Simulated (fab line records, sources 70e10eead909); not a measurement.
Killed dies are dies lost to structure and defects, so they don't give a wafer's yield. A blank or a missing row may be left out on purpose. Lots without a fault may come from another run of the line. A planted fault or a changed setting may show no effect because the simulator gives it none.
Chamber matching | flow nand_harc | NHARC_A_WL_FILL_ALD_02 on ald_metal-02: 4 sister chambers
The step deposits TiN, target thk 2 nm, pulse time 3 s, ald cycles 100. 8 wafers are shown with their chamber, then 8 later ones without.

WAFERS WITH THEIR CHAMBER
wafer  | chamber | heater_power_outer_w (W) | heater_power_w (W)
L081.3 | 0       | 710                      | 1115
L081.4 | 3       | 579                      | 968
L082.3 | 1       | 635                      | 1024
L082.5 | 2       | 575                      | 975
L083.1 | 3       | 593                      | 987
L083.2 | 2       | 610                      | 936
L083.4 | 1       | 652                      | 997
L089.1 | 0       | 732                      | 1127

WAFERS WITHOUT THEIR CHAMBER
wafer  | heater_power_outer_w (W) | heater_power_w (W)
L089.3 | 602                      | 1014
L089.5 | 565                      | 935
L093.1 | 627                      | 969
L093.4 | 715                      | 1138
L093.5 | 562                      | 945
L097.1 | 576                      | 936
L097.2 | 625                      | 965
L097.4 | 583                      | 973

WHICH CHAMBER EACH WENT THROUGH
wafer  | from the rows above          | in truth
L089.3 | can't be placed: 3 or 1 or 2 | 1
L089.5 | can't be placed: 2 or 3      | 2
L093.1 | can't be placed: 2 or 1 or 3 | 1
L093.4 | 0                            | 0
L093.5 | can't be placed: 2 or 3      | 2
L097.1 | can't be placed: 2 or 3      | 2
L097.2 | can't be placed: 2 or 3 or 1 | 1
L097.4 | can't be placed: 3 or 2      | 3
Placed correctly: 1 of 8. Can't be placed from these rows: 7 (the true chamber is among the candidates in 7). Placed wrongly: 0.
How it was worked out, from the rows above alone: a wafer's distance from a chamber is the root of the sum, over the readings, of the square of ((its reading less the chamber's mean) divided by the reading's scatter). The wafer belongs to the nearest chamber; if the next one is less than 2 further off, it can't be placed. A chamber's mean is the mean of its shown wafers. The scatter: the root of (the sum of the squares of (reading less its chamber's mean) over the shown wafers, divided by (wafers less chambers)).
